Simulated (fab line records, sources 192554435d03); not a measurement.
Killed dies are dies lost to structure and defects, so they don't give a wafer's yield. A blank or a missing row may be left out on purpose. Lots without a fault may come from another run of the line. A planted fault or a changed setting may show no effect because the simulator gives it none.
Which tool did it? | flow n5_finfet | 11 lots, 29 wafers sampled, at 5 steps of a route of 1938

WHAT THE GAUGES READ, wafer by wafer
N5_BEOL_M0_CUTY_INSPECT_59: inspects for defects (macro). Usual: raw_defect_count 2.0, standard deviation 1.3.
lot  | measured     | on                | raw_defect_count | flag
L759 | day 5 20:18  | defect_inspect-01 | 1 5 5            |
L760 | day 6 02:24  | defect_inspect-02 | 3 3 4            |
L761 | day 6 07:34  | defect_inspect-02 | 19               | OFF
L765 | day 7 05:37  | defect_inspect-01 | 16               | OFF
L770 | day 8 17:33  | defect_inspect-02 | 1 2 3            |
L774 | day 9 16:59  | defect_inspect-02 | 2 4 2            |
L777 | day 10 05:41 | defect_inspect-02 | 2 2 1            |
L779 | day 10 17:23 | defect_inspect-01 | 2 3 3            |
L780 | day 10 21:14 | defect_inspect-01 | 3 1 1            |
L781 | day 11 02:59 | defect_inspect-02 | 2 1 3            |
L782 | day 11 17:04 | defect_inspect-02 | 0 0 4            |

N5_BEOL_M0_OCD_MEAS_108. Usual: trench_depth_nm 32.7 nm, standard deviation 0.57.
lot  | measured     | on     | trench_depth_nm (nm) | flag
L759 | day 5 22:19  | ocd-01 | 31.6 32.6 32.9       |
L760 | day 6 04:39  | ocd-01 | 33.2 32.6 32.2       |
L761 | day 6 09:53  | ocd-02 | 32.5                 |
L765 | day 7 08:27  | ocd-01 | 33.4                 |
L770 | day 8 21:06  | ocd-01 | 32.1 32.8 32.6       |
L774 | day 9 23:02  | ocd-02 | 33.5 32.3 34.0       |
L777 | day 10 07:04 | ocd-02 | 33.2 32.4 31.9       |
L779 | day 10 18:55 | ocd-01 | 32.2 32.3 32.6       |
L780 | day 10 22:40 | ocd-01 | 32.9 32.9 33.1       |
L781 | day 11 06:11 | ocd-01 | 32.6 32.7 32.5       |
L782 | day 11 22:30 | ocd-02 | 32.6 32.1 32.1       |

WHICH TOOL RAN EACH LOT (tool, then ch and the chambers of the sampled wafers, then the start)
lot  | N5_BEOL_M0_SAQP_CUT_ETCH_46        | N5_BEOL_M0_SAQP_ETCH_49            | N5_BEOL_M0_TRENCH_ETCH_107
L759 | rie_diel-02 ch 2,3, day 5 19:09    | rie_diel-03 ch 0,1,2, day 5 19:52  | rie_diel-01 ch 2,3, day 5 22:10
L760 | rie_diel-02 ch 0,1,3, day 6 01:07  | rie_diel-05 ch 0,2, day 6 01:51    | rie_diel-01 ch 1,2,3, day 6 04:33
L761 | rie_diel-02 ch 0, day 6 06:22      | rie_diel-02 ch 0, day 6 07:04      | rie_diel-06 ch 3, day 6 09:47
L765 | rie_diel-02 ch 0, day 7 04:21      | rie_diel-03 ch 0, day 7 05:05      | rie_diel-01 ch 3, day 7 08:20
L770 | rie_diel-03 ch 0,2, day 8 16:14    | rie_diel-05 ch 1,2,3, day 8 17:00  | rie_diel-06 ch 0,1,2, day 8 20:59
L774 | rie_diel-05 ch 2,3, day 9 15:42    | rie_diel-02 ch 0,1,3, day 9 16:26  | rie_diel-01 ch 0,3, day 9 22:55
L777 | rie_diel-03 ch 0,1,3, day 10 04:25 | rie_diel-02 ch 0,1,3, day 10 05:08 | rie_diel-04 ch 1,2, day 10 06:58
L779 | rie_diel-05 ch 0,1,3, day 10 15:34 | rie_diel-05 ch 0,3, day 10 16:50   | rie_diel-01 ch 1,2, day 10 18:49
L780 | rie_diel-03 ch 0,1, day 10 19:55   | rie_diel-03 ch 0,3, day 10 20:41   | rie_diel-06 ch 0,1, day 10 22:34
L781 | rie_diel-05 ch 0,1,2, day 11 01:35 | rie_diel-02 ch 2,3, day 11 02:26   | rie_diel-06 ch 0,1,2, day 11 06:05
L782 | rie_diel-03 ch 1,2,3, day 11 15:47 | rie_diel-03 ch 0,1,2, day 11 16:31 | rie_diel-06 ch 1,2,3, day 11 22:24
- N5_BEOL_M0_SAQP_CUT_ETCH_46: etches SOC in N2/H2, target depth 135 nm, overetch 27 nm, time 202.5 s.
- N5_BEOL_M0_SAQP_ETCH_49: etches SiO2 in CF4/O2, target depth 37 nm.
- N5_BEOL_M0_TRENCH_ETCH_107: etches SiOC in C4F6/O2, target depth 32.8 nm, time 16.4 s.

WHAT THE TOOLS THEMSELVES READ (means of the sampled wafers that have a number; where no wafer has one, the mark that the record gives instead)
N5_BEOL_M0_SAQP_CUT_ETCH_46. Usual: drypump_motor_current_A 5.6 A, standard deviation 0.47; h2_flow_sccm 200.0 sccm, standard deviation 0.66; rf_vpp_V 524.4 V, standard deviation 2.6; showerhead_plenum_p_Torr 2.56 Torr, standard deviation 0.095; throttle_valve_pct 17.65 %, standard deviation 0.15.
lot  | tool        | drypump_motor_current_A (A) | h2_flow_sccm (sccm) | rf_vpp_V (V) | showerhead_plenum_p_Torr (Torr) | throttle_valve_pct (%) | flag
L759 | rie_diel-02 | 5.9                         | 200.3               | 523.6        | 2.49                            | 17.62                  |
L760 | rie_diel-02 | 5.8                         | 199.5               | 523.2        | 2.49                            | 17.66                  |
L761 | rie_diel-02 | 5.0                         | 199.7               | 526.4        | 2.62                            | 17.58                  |
L765 | rie_diel-02 | 5.0                         | 200.8               | 524.9        | 2.62                            | 17.62                  |
L770 | rie_diel-03 | 5.3                         | 199.7               | 526.0        | 2.61                            | 17.74                  |
L774 | rie_diel-05 | 5.2                         | 199.3               | 523.3        | 2.52                            | 17.70                  |
L777 | rie_diel-03 | 5.6                         | 199.3               | 525.3        | 2.56                            | 17.55                  |
L779 | rie_diel-05 | 5.3                         | 198.9               | 525.7        | 2.59                            | 17.56                  |
L780 | rie_diel-03 | 5.9                         | 199.8               | 523.1        | 2.52                            | 17.41                  |
L781 | rie_diel-05 | 5.5                         | 200.7               | 526.0        | 2.63                            | 17.51                  |
L782 | rie_diel-03 | 5.8                         | 200.8               | 524.1        | 2.56                            | 17.47                  |

N5_BEOL_M0_SAQP_ETCH_49. Usual: drypump_motor_current_A 5.5 A, standard deviation 0.48; oes_product_au 0.76 a.u., standard deviation 0.091; rf_vpp_V 244 V, standard deviation 3.3; showerhead_plenum_p_Torr 2.22 Torr, standard deviation 0.066; throttle_valve_pct 15.78 %, standard deviation 0.17.
lot  | tool        | drypump_motor_current_A (A) | oes_product_au (a.u.) | rf_vpp_V (V) | showerhead_plenum_p_Torr (Torr) | throttle_valve_pct (%) | flag
L759 | rie_diel-03 | 5.7                         | 0.70                  | 244          | 2.23                            | 15.79                  |
L760 | rie_diel-05 | 5.6                         | 0.70                  | 241          | 2.15                            | 16.06                  |
L761 | rie_diel-02 | 5.0                         | 0.70                  | 244          | 2.27                            | 15.68                  |
L765 | rie_diel-03 | 5.1                         | 0.73                  | 246          | 2.27                            | 15.86                  |
L770 | rie_diel-05 | 5.3                         | 0.75                  | 247          | 2.23                            | 15.81                  |
L774 | rie_diel-02 | 5.8                         | 0.72                  | 243          | 2.17                            | 15.91                  |
L777 | rie_diel-02 | 5.8                         | 0.71                  | 242          | 2.17                            | 15.93                  |
L779 | rie_diel-05 | 5.1                         | 0.78                  | 245          | 2.23                            | 15.83                  |
L780 | rie_diel-03 | 5.2                         | 0.78                  | 249          | 2.25                            | 15.75                  |
L781 | rie_diel-02 | 5.7                         | 0.72                  | 243          | 2.21                            | 15.82                  |
L782 | rie_diel-03 | 5.7                         | 0.87                  | 244          | 2.22                            | 15.52                  |

N5_BEOL_M0_TRENCH_ETCH_107. Usual: drypump_motor_current_A 5.6 A, standard deviation 0.38; oes_product_au 0.82 a.u., standard deviation 0.098; rf_vpp_V 666 V, standard deviation 17; showerhead_plenum_p_Torr 2.89 Torr, standard deviation 0.077; throttle_valve_pct 20.7 %, standard deviation 0.34.
lot  | tool        | drypump_motor_current_A (A) | oes_product_au (a.u.) | rf_vpp_V (V) | showerhead_plenum_p_Torr (Torr) | throttle_valve_pct (%) | flag
L759 | rie_diel-01 | 5.7                         | 0.86                  | 650          | 2.96                            | 20.5                   |
L760 | rie_diel-01 | 5.5                         | 0.82                  | 655          | 2.95                            | 20.7                   |
L761 | rie_diel-06 | 4.9                         | 0.72                  | 663          | 2.73                            | 20.8                   |
L765 | rie_diel-01 | 5.2                         | 0.89                  | 644          | 2.91                            | 20.6                   |
L770 | rie_diel-06 | 5.5                         | 0.82                  | 665          | 2.89                            | 20.6                   |
L774 | rie_diel-01 | 5.4                         | 0.88                  | 652          | 2.95                            | 20.6                   |
L777 | rie_diel-04 | 6.0                         | 0.72                  | 669          | 2.87                            | 21.1                   |
L779 | rie_diel-01 | 5.7                         | 0.76                  | 659          | 2.95                            | 20.7                   |
L780 | rie_diel-06 | 5.3                         | 0.87                  | 679          | 2.87                            | 20.4                   |
L781 | rie_diel-06 | 5.5                         | 0.87                  | 665          | 2.88                            | 20.5                   |
L782 | rie_diel-06 | 5.3                         | 0.79                  | 658          | 2.82                            | 20.8                   |

THE ANSWER, worked out from the rows above alone
Rule: a lot is off if the mean of its wafers that have a number lies more than 3 standard deviations from the usual mean. A lot without any number at a reading at which 4 lots or more have one is off too. The other lots that the step has rows for count as sound. The gauges are gone through in route order, then the tools' own readings, and for those a lot's mean is taken as printed above. The first step at which some lot is off is used, and at that step the reading that is off furthest; a lot without a number counts as furthest.
Off: L761, L765, at N5_BEOL_M0_CUTY_INSPECT_59 (raw_defect_count).
A tool fits if, at a process step before that reading, it ran every lot that is off, and no sound lot after the first of them. The gauges at N5_BEOL_M0_CUTY_INSPECT_59 are tried like those tools. One fits: rie_diel-02 at N5_BEOL_M0_SAQP_CUT_ETCH_46. Its last sound lot is L760 (day 6 01:07), its first lot that is off L761 (day 6 06:22): a fault that began between those two fits.

WHAT THE SIMULATOR HAD PUT IN
Chamber particle source: rie_diel-02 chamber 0, from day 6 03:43 on, at N5_BEOL_M0_SAQP_CUT_ETCH_46. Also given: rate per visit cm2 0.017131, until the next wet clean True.
Lots struck among those shown: L761, L765. The rule above found the same.
